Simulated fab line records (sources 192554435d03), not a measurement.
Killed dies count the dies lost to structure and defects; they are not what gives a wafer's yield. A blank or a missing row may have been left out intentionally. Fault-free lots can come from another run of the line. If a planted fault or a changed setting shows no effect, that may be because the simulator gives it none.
Which of the tools did it? / flow n5Finfet / 72 wafers sampled from 24 lots at 1 step of a route of 1938

WHAT THE GAUGES READ, wafer by wafer
N5_BEOL_M7_OVL_MEAS_12. Usual: M7_OVL gives 0.3 nm (standard deviation 0.72).
lot=L074; measured=day 9 15:38; on=overlay-02; M7_OVL (nm)=0.5 0.5 0.1; flag=
lot=L075; measured=day 10 03:15; on=overlay-02; M7_OVL (nm)=1.3 1.8 1.9; flag=
lot=L077; measured=day 10 08:32; on=overlay-02; M7_OVL (nm)=-0.4 0.5 -0.4; flag=
lot=L076; measured=day 10 13:25; on=overlay-02; M7_OVL (nm)=0.1 -0.8 0.0; flag=
lot=L078; measured=day 10 15:26; on=overlay-02; M7_OVL (nm)=-1.3 -0.3 0.9; flag=
lot=L079; measured=day 10 20:19; on=overlay-02; M7_OVL (nm)=1.0 0.0 -0.2; flag=
lot=L080; measured=day 10 20:21; on=overlay-02; M7_OVL (nm)=-0.6 -0.1 0.5; flag=
lot=L081; measured=day 11 10:04; on=overlay-02; M7_OVL (nm)=1.6 1.1 -0.9; flag=
lot=L083; measured=day 11 20:52; on=overlay-02; M7_OVL (nm)=1.4 0.6 0.8; flag=
lot=L082; measured=day 11 21:05; on=overlay-01; M7_OVL (nm)=0.5 1.7 1.3; flag=
lot=L084; measured=day 12 14:27; on=overlay-01; M7_OVL (nm)=-1.7 0.2 -1.5; flag=
lot=L086; measured=day 12 19:46; on=overlay-01; M7_OVL (nm)=0.4 0.8 1.0; flag=
lot=L085; measured=day 12 20:01; on=overlay-01; M7_OVL (nm)=0.4 -0.1 0.8; flag=
lot=L087; measured=day 12 23:24; on=overlay-02; M7_OVL (nm)=0.3 0.2 0.7; flag=
lot=L089; measured=day 13 03:35; on=overlay-01; M7_OVL (nm)=0.5 1.7 1.8; flag=
lot=L088; measured=day 13 09:55; on=overlay-01; M7_OVL (nm)=-0.1 0.3 0.5; flag=
lot=L090; measured=day 13 19:40; on=overlay-01; M7_OVL (nm)=0.8 0.7 0.1; flag=
lot=L092; measured=day 14 00:30; on=overlay-02; M7_OVL (nm)=-0.9 0.1 -1.5; flag=
lot=L091; measured=day 14 00:40; on=overlay-01; M7_OVL (nm)=0.6 0.0 1.6; flag=
lot=L094; measured=day 14 17:37; on=overlay-01; M7_OVL (nm)=1.0 1.0 0.8; flag=
lot=L095; measured=day 14 23:13; on=overlay-01; M7_OVL (nm)=0.2 -0.8 0.4; flag=
lot=L093; measured=day 15 00:27; on=overlay-01; M7_OVL (nm)=1.4 1.2 1.0; flag=
lot=L096; measured=day 15 03:54; on=overlay-01; M7_OVL (nm)=-0.2 0.7 -0.2; flag=
lot=L097; measured=day 15 07:57; on=overlay-02; M7_OVL (nm)=0.0 0.2 -1.5; flag=

EACH LOT AND THE TOOL THAT RAN IT (in order: tool; ch and the chambers of the sampled wafers; start)
Before these readings, the record contains no process step.

WHAT THE TOOLS THEMSELVES READ (means of the sampled wafers that have a number; where no wafer has one, the mark that the record gives instead)
The record holds no such reading with a usual standard deviation.

THE ANSWER, worked out from the rows above alone
Rule: take the mean of a lot's wafers that have a number; if it is more than 3 standard deviations from the usual mean, the lot is off. Also off: a lot with no number at a reading for which 4 or more lots have one. Any other lot the step has rows for is counted as sound. The gauges are gone through in route order, then the tools' own readings, and for those a lot's mean is taken as printed above. At the first step where some lot is off, the reading lying furthest off is the one used; lots without a number count as furthest.
None of the lots is off at any reading shown; this tells nothing.

WHAT HAD BEEN PUT IN BY THE SIMULATOR
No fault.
